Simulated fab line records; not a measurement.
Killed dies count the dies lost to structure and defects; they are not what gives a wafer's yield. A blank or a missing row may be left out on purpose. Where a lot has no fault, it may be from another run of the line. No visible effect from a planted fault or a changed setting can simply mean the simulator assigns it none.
A lot that was struck, set against a sound lot	flow n5Finfet	15 out of 1938 route steps
Sound: these wafers, L666.1, L666.3, L666.4. Struck: wafer L674.3 (left out: L674.2, L674.4 of the same lot, which were not struck); the cause appears at the end.
Each step with rows lists, per side, the tool, then ch with its chambers, then its first start. Under that, the readings that differ: sound wafers	struck wafers	difference of the means	sigmas: that difference in standard deviations of wafers without a fault.
alike: same words and numbers on both sides, and readings whose means sit less than 2 such deviations apart. not compared: any withheld reading, any reading some wafer has no value for, any bound like >300 that may hide the same value, and any number with overlapping values for which the record gives no deviation.
Wherever a step has rows on one side only, a row that says differs or no value, or a row with sigmas, the two part there. Non-overlapping numbers with no deviation appear without sigmas and do not part them. A reading missing from all wafers of one side parts the sides only when that side holds two or more wafers.

first, 4 steps without rows for these wafers: N5_PMOS_HMC_CHANNEL_EPI_SOFTBAKE_04 (time 60 s); N5_PMOS_HMC_CHANNEL_EPI_EXPOSE_06 (exposes mask PMOS HMC BLK, target cd 240 nm); N5_PMOS_HMC_CHANNEL_EPI_PEB_07 (peb time 60 s); N5_PMOS_HMC_CHANNEL_EPI_DEVELOP_08 (develop time 30 s).
N5_PMOS_HMC_CHANNEL_EPI_CD_MEAS_09: the cd target is 237.4 nm.
  sound on cdSem-03 ch 0, day 3 04:59; struck on cdSem-03 ch 0, day 5 05:06
  alike: cdNm
N5_PMOS_HMC_CHANNEL_EPI_OVL_MEAS_10:
  sound on overlay-01 ch 0, day 3 05:01; struck on overlay-02 ch 0, day 5 05:08
  alike: PMOS_HMC_BLK_OVL
N5_PMOS_HMC_CHANNEL_EPI_INSPECT_11: inspects for defects (macro).
  struck on defectInspect-01, day 5 05:09; sound on defectInspect-02, day 3 05:03
  alike: rawDefectCount
N5_PMOS_HMC_CHANNEL_EPI_DESCUM_14: chemistry O2, time 7.9 s.
  sound on rieDiel-05 ch 0,2, day 3 05:06; struck on rieDiel-02 ch 2, day 5 05:11
reading	sound	struck	difference	sigmas
rfVppV (V)	241.9 242.3 241.6	246.4	+4.5	+3
showerheadPlenumPTorr (Torr)	2.04 1.98 1.98	2.23	+0.23	+3
  alike: drypumpMotorCurrentA, oesProductAu, rfFwdPowerW, throttleValvePct
  not compared: rfHoursCounterH
N5_PMOS_HMC_CHANNEL_EPI_ETCH_32: etches BARC in N2/H2, stops on SiO2, target depth 85.8 nm, time 50.3 s.
  sound on rieDiel-05 ch 0,2, day 3 05:08; struck on rieDiel-02 ch 2, day 5 05:13
reading	sound	struck	difference	sigmas
rfVppV (V)	522 520 521	529	+8	+3
showerheadPlenumPTorr (Torr)	2.48 2.44 2.44	2.71	+0.26	+3
  alike: drypumpMotorCurrentA, oesProductAu, rfFwdPowerW, throttleValvePct
  not compared: rfHoursCounterH
N5_PMOS_HMC_CHANNEL_EPI_HM_OPEN_15: chemistry CHF3/O2, target SiO2, target depth 40.6 nm, time 20.3 s.
  sound on rieDiel-05 ch 0,2, day 3 05:11; struck on rieDiel-02 ch 2, day 5 05:16
reading	sound	struck	difference	sigmas
showerheadPlenumPTorr (Torr)	2.35 2.28 2.28	2.54	+0.24	+2
  alike: drypumpMotorCurrentA, mfcArSccm, oes_f_703_au, oesProductAu, rfFwdPowerW, rfVppV, throttleValvePct
  not compared: rfHoursCounterH
N5_PMOS_HMC_CHANNEL_EPI_STRIP_33: strips in N2/H2.
  sound on rieDiel-05 ch 0,2, day 3 05:14; struck on rieDiel-02 ch 2, day 5 05:19
reading	sound	struck	difference	sigmas
showerheadPlenumPTorr (Torr)	3.28 3.23 3.23	3.58	+0.33	+3
  alike: drypumpMotorCurrentA, oesProductAu, rfVppV, throttleValvePct
  not compared: rfHoursCounterH
then, 1 step without rows for these wafers: N5_PMOS_HMC_CHANNEL_EPI_STRIP_17 (strips in SPM, time 750 s).
N5_PMOS_HMC_CHANNEL_EPI_ETCH_38: etches SiO2 in CF4, target depth 1.5 nm.
  sound on rieSi-02 ch 0,2,3, day 3 05:47; struck on rieSi-05 ch 3, day 5 05:38
reading	sound	struck	difference	sigmas
oesProductAu (a.u.)	1.033 1.011 0.976	0.808	-0.199	-11
rfHoursCounterH (h)	115 57 4	144	+85	
model.etch.depthNm (nm)	1.561 1.515 1.473	1.049	-0.467	
  alike: drypumpMotorCurrentA, heBacksideLeakSccm, rfFwdPowerW, throttleValvePct
N5_PMOS_HMC_CHANNEL_EPI_FIN_RECESS_16: chemistry HBr/Cl2, target Si, target depth 54 nm, time 18 s.
  sound on rieSi-02 ch 0,2,3, day 3 05:48; struck on rieSi-05 ch 3, day 5 05:40
reading	sound	struck	difference	sigmas
oesProductAu (a.u.)	0.997 0.999 0.985	1.026	+0.032	+2
rfHoursCounterH (h)	115 57 4	144	+85	
  alike: HBr_flow_sccm, drypumpMotorCurrentA, heBacksideLeakSccm, rfFwdPowerW, throttleValvePct
-- record jumps: 7 days separate the struck wafers' starts on either side; left off in module PMOS_HMC_CHANNEL_EPI, taken up again in module BEOL_M4, whose first shown step is the route's number 1111 --
N5_BEOL_M4_RC_MEAS_101:
  sound on prober-01 ch 0, day 10 00:34; struck on prober-02 ch 0, day 11 18:33
reading	sound	struck	difference	sigmas
VT_N (mV)	249 246 250	257	+9	+3
  alike: DIBL_N, DIBL_P, IOFF_N, IOFF_P, ION_N, ION_P, SS_N, SS_P, VT_P

== WHERE THEY PART ==
First at N5_PMOS_HMC_CHANNEL_EPI_DESCUM_14; last, within this record, at N5_BEOL_M4_RC_MEAS_101.

WHY: what had been put in by the simulator
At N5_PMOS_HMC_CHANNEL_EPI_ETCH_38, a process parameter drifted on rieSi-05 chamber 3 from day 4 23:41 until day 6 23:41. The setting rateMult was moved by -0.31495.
